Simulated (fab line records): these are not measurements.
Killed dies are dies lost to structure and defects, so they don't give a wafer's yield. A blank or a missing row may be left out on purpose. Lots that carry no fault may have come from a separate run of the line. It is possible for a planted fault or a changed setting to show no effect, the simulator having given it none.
Comparing a struck lot with a sound one	flow nand-harc	17 out of 1302 route steps
Sound: the wafers L207.1, L207.2, L207.4. Wafers struck: L221.1, L221.4, L221.6. Last of all comes the cause.
Each step with rows lists, per side, the tool, then ch with its chambers, then its first start. Under that, the readings that differ: sound wafers	struck wafers	difference of the means	sigmas: that difference in standard deviations of wafers without a fault.
alike: readings whose means differ by less than 2 such deviations, and words and numbers that are the same on both sides. not compared: withheld readings, readings that some wafer has no value for, bounds like >300 that may hide the same value, and numbers for which the record gives no deviation and whose values overlap.
Wherever a step has rows on one side only, a row that says differs or no value, or a row with sigmas, the two part there. Numbers that don't overlap but have no deviation are shown without sigmas and don't part them. A reading that every wafer of one side lacks parts them only if that side has two wafers or more.

NHARC_A_CONTACT_ETCH_102: etches the open film in CF4/O2, target depth 100 nm, overetch 10 nm, time 55 s.
  sound on rie-diel-03 ch 0,2,3, day 22 06:43; struck on rie-diel-05 ch 1,3, day 27 22:56
  alike: drypump-motor-current-A, oes-product-au, rf-vpp-V, showerhead-plenum-p-Torr, throttle-valve-pct
  not compared: rf-hours-counter-h
NHARC_A_CONTACT_STRIP_55: strips in O2.
  sound on rie-diel-03 ch 0,1,3; struck on rie-diel-05 ch 0,2,3
  alike: drypump-motor-current-A, oes-product-au, rf-vpp-V, showerhead-plenum-p-Torr, throttle-valve-pct
  not compared: rf-hours-counter-h
then, 1 step without rows for these wafers: NHARC_A_CONTACT_STRIP_56 (strips in post etch residue remover, time 600 s).
NHARC_A_CONTACT_DEP_57: deposits aC, target thk 5300 nm.
  sound on acl-dep-03 ch 0, day 22 08:25; struck on acl-dep-03 ch 0, day 28 01:28
  alike: throttle-valve-pct
NHARC_A_CONTACT_DEP_58: deposits SiON, target thk 90 nm.
  sound on pecvd-04 ch 0,1, day 22 11:44; struck on pecvd-03 ch 0,2, day 28 04:48
  alike: heater-power-w
then, 7 steps without rows for these wafers: NHARC_A_CONTACT_DEHYDRATE_59 (time 120 s); NHARC_A_CONTACT_HMDS_60 (time 30 s); NHARC_A_CONTACT_COAT_61 (time 75 s); NHARC_A_CONTACT_COAT_62 (time 65 s); NHARC_A_CONTACT_COAT_63 (resist thk 90 nm); NHARC_A_CONTACT_SOFTBAKE_64 (time 55 s); NHARC_A_CONTACT_EBR_65.
NHARC_A_CONTACT_EXPOSE_66: exposes mask A CC 2.
  sound on arfi-scanner-03 ch 0, day 22 12:17; struck on arfi-scanner-02 ch 0, day 28 05:12
reading	sound	struck	difference	sigmas
exposure-dose-mJ-cm2	58.91 58.88 58.96	54.54 54.47 54.47	-4.42	-61
  alike: mask
then, 2 steps without rows for these wafers: NHARC_A_CONTACT_PEB_67 (peb time 65 s); NHARC_A_CONTACT_DEVELOP_68 (develop time 35 s).
NHARC_A_CONTACT_CD_MEAS_69 targets a cd of 300 nm.
  sound on cd-sem-01 ch 0, day 22 12:25; struck on cd-sem-01 ch 0, day 28 05:20
reading	sound	struck	difference	sigmas
cd-nm (nm)	298.8 299.1 298.4	296.1 296.3 296.3	-2.5	-4
NHARC_A_CONTACT_OVL_MEAS_70:
  struck on overlay-02, day 28 05:25; sound on overlay-02, day 22 12:31
reading	sound	struck	difference	sigmas
overlay-x-nm (nm)	-1.1 -1.3 -1.3	0.8 0.6 0.5	+1.9	+2
  alike: overlay-y-nm

## WHERE THEY PART
At NHARC_A_CONTACT_EXPOSE_66 first; at NHARC_A_CONTACT_OVL_MEAS_70 last (within this record only).

WHY: what had been put in by the simulator
Drift in process parameters on arfi-scanner-02 at NHARC_A_CONTACT_EXPOSE_66, starting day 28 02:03. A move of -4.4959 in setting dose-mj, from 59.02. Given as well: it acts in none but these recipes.
